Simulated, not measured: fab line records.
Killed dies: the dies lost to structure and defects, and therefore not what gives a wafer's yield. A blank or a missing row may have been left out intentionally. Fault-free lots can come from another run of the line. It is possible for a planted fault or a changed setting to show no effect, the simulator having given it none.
Matching of chambers -- flow n5Finfet -- N5_GATE_CUT_SAC_CAP_01 on aldSin-02: 4 sister chambers
The step material SiNx, target thk 24 nm, pulse time 1 s, ald cycles 480. 8 wafers are shown with their chamber, then 12 later ones without.

== WAFERS WITH THEIR CHAMBER ==
wafer,chamber,heaterPowerW (W),precursorPulseHeightRel
L077.6,3,884,1.002
L079.5,3,882,1.028
L082.1,0,757,1.029
L082.3,2,995,1.000
L082.4,1,978,0.997
L084.1,0,759,0.998
L084.3,1,993,0.987
L084.4,2,990,0.975

== WAFERS WITH NO CHAMBER GIVEN ==
wafer,heaterPowerW (W),precursorPulseHeightRel
L087.2,987,0.987
L087.4,881,1.018
L087.6,773,0.999
L091.1,778,0.969
L091.3,999,1.032
L091.4,861,0.979
L090.1,1008,1.005
L090.2,743,0.977
L090.4,995,1.020
L093.1,878,0.986
L093.2,1026,0.974
L093.6,1008,1.005

== WHICH CHAMBER EACH ONE RAN IN ==
wafer,from the rows above,in truth
L087.2,can't be placed: 1 or 2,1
L087.4,3,3
L087.6,0,0
L091.1,0,0
L091.3,can't be placed: 2 or 1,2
L091.4,3,3
L090.1,can't be placed: 2 or 1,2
L090.2,0,0
L090.4,can't be placed: 2 or 1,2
L093.1,3,3
L093.2,can't be placed: 2 or 1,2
L093.6,can't be placed: 2 or 1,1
Correctly placed: 6 of 12. Not placeable from these rows: 6 (in 6, the candidates include the true chamber). 0 placed wrongly.
How it was worked out, from the rows above alone: a wafer's distance from a chamber is the root of the sum, over the readings, of the square of ((its reading less the chamber's mean) divided by the reading's scatter). If the next closest chamber is less than 2 further off than the closest, the wafer can't be placed; otherwise it belongs to the closest. A chamber's mean is the mean of its shown wafers. The scatter is the square root of a quotient: the sum, over the shown wafers, of each reading's squared deviation from its chamber's mean, divided by wafers minus chambers.
